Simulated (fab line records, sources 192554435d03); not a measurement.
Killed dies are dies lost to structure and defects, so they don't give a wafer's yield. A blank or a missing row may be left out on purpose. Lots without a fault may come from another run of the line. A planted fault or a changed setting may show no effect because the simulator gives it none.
Split-lot experiment | flow n5_finfet | 7 lots, 39 wafers read, on a route of 1938 steps

THE SPLIT
At N5_BEOL_M8_ILD_DEP_00 (deposits SiCOH lowk from DEMS/porogen, target thk 179.75 nm, time 33.4 s), the setting time_s was moved away from the recipe's 33.4 s on 12 of the 39 wafers read, by -51.4% to +53.1%. The other wafers ran this setting at the recipe's value.

FROM THE SPLIT TO THE READING: what the file shows between them, 1 step
- N5_BEOL_M8_CURE_74: cures SiCOH lowk, time 240 s

THE READING
M8_ILD_THK, in nm, at N5_BEOL_M8_THK_MEAS_01. Fault-free wafers of this fab line usually give 154.6 nm, standard deviation 2.2 nm.

wafer  | tool, chamber at the split | time_s as run, s | against the recipe | M8_ILD_THK, nm | against lot-mates on the recipe
L075.1 | pecvd-03, 1,0              | 33.4             | recipe             | 155.3          | -
L075.2 | pecvd-03, 0                | 28.32            | -15.2%             | 131.2          | -24.9
L075.3 | pecvd-03, 1                | 28.32            | -15.2%             | 133.3          | -22.8
L075.4 | pecvd-03, 0                | 28.32            | -15.2%             | 132.7          | -23.4
L075.5 | pecvd-03, 1,0              | 33.4             | recipe             | 155.4          | -
L075.6 | pecvd-03, 1                | 33.4             | recipe             | 157.5          | -
L084.1 | pecvd-04, 1                | 51.14            | +53.1%             | 233.9          | +80.4
L084.2 | pecvd-04, 2                | 33.4             | recipe             | 153.3          | -
L084.3 | pecvd-04, 0                | 33.4             | recipe             | 152.7          | -
L084.4 | pecvd-04, 2                | 51.14            | +53.1%             | 236.8          | +83.3
L084.5 | pecvd-04, 1                | 33.4             | recipe             | 154.5          | -
L084.6 | pecvd-04, 0                | 51.14            | +53.1%             | 234.3          | +80.8
L088.1 | pecvd-04, 0                | 16.22            | -51.4%             | 74.7           | -82.2
L088.2 | pecvd-04, 2                | 33.4             | recipe             | 156.3          | -
L088.3 | pecvd-04, 2                | 16.22            | -51.4%             | 81.1           | -75.8
L088.4 | pecvd-04, 0                | 16.22            | -51.4%             | 77.0           | -79.9
L088.5 | pecvd-04, 0                | 33.4             | recipe             | 155.4          | -
L088.6 | pecvd-04, 2                | 33.4             | recipe             | 159.0          | -
L086.1 | pecvd-03, 0                | 33.4             | recipe             | 150.9          | -
L086.2 | pecvd-03, 1                | 33.4             | recipe             | 151.3          | -
L086.3 | pecvd-03, 2                | 33.4             | recipe             | 151.3          | -
L087.1 | pecvd-01, 0                | 33.4             | recipe             | 151.8          | -
L087.2 | pecvd-01, 2                | 33.4             | recipe             | 154.5          | -
L087.3 | pecvd-01, 2                | 33.4             | recipe             | 156.3          | -
L087.4 | pecvd-01, 0                | 33.4             | recipe             | 155.4          | -
L087.5 | pecvd-01, 2                | 33.4             | recipe             | 157.0          | -
L087.6 | pecvd-01, 0                | 33.4             | recipe             | 154.9          | -
L090.1 | pecvd-01, 1                | 33.4             | recipe             | 153.8          | -
L090.2 | pecvd-01, 2                | 33.4             | recipe             | 153.6          | -
L090.3 | pecvd-01, 0                | 33.4             | recipe             | 154.8          | -
L090.4 | pecvd-01, 2                | 33.4             | recipe             | 157.8          | -
L090.5 | pecvd-01, 1                | 33.4             | recipe             | 154.9          | -
L090.6 | pecvd-01, 0                | 33.4             | recipe             | 156.6          | -
L089.1 | pecvd-01, 0                | 33.4             | recipe             | 151.0          | -
L089.2 | pecvd-01, 1                | 21.22            | -36.5%             | 96.6           | -56.6
L089.3 | pecvd-01, 2                | 21.22            | -36.5%             | 97.2           | -56.0
L089.4 | pecvd-01, 1                | 33.4             | recipe             | 153.5          | -
L089.5 | pecvd-01, 2                | 33.4             | recipe             | 155.0          | -
L089.6 | pecvd-01, 0                | 21.22            | -36.5%             | 99.2           | -54.0
Where a row lists several chambers, the file gives one row for several wafers and doesn't say which wafer went through which chamber.

THE FIT
A straight line over all 39 wafers: M8_ILD_THK changes by +1.51 nm for each +1% of time_s; r = +1.00; the points scatter about the line by 2.1 nm.
The same after taking each lot's own level away (the mean of its wafers on the recipe; 39 wafers): +1.54 nm for each +1%; r = +1.00; scatter 1.5 nm.
On that fit, the largest move of time_s shifts the reading by 82 nm.
The lots' own levels span 151.17 to 156.90 nm, that is 2.6 times the standard deviation above.
So the lot-to-lot level changes the slope little: the two slopes agree.
Check: with one of the wafers moved furthest among these (+53.1%) left out of the fit, the line predicts +81.8 nm for it against its lot-mates. It came out at +80.4 nm against them.

THE WHOLE CHAIN: every reading that the file lists as answering this split, in the file's order
step                   | what it does                                                             | reading                                                                                  | change (the file's fit)              | r (the file's)
N5_BEOL_M8_ILD_DEP_00  | deposits SiCOH lowk from DEMS/porogen, target thk 179.75 nm, time 33.4 s | SiCOH_lowk_of_BEOL_M8_ILD_DEP_00.thk_nm (the simulator's own value, which no gauge read) | +1.76 nm for each +1% of the setting | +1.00
N5_BEOL_M8_CURE_74     | cures SiCOH lowk, time 240 s                                             | SiCOH_lowk_of_BEOL_M8_ILD_DEP_00.thk_nm (the simulator's own value, which no gauge read) | +1.53 nm for each +1% of the setting | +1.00
N5_BEOL_M8_THK_MEAS_01 |                                                                          | M8_ILD_THK                                                                               | +1.54 for each +1% of the setting    | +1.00

THE FILE'S OWN FIT
M8_ILD_THK changes by +1.54 nm for each +1% of time_s, r = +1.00.
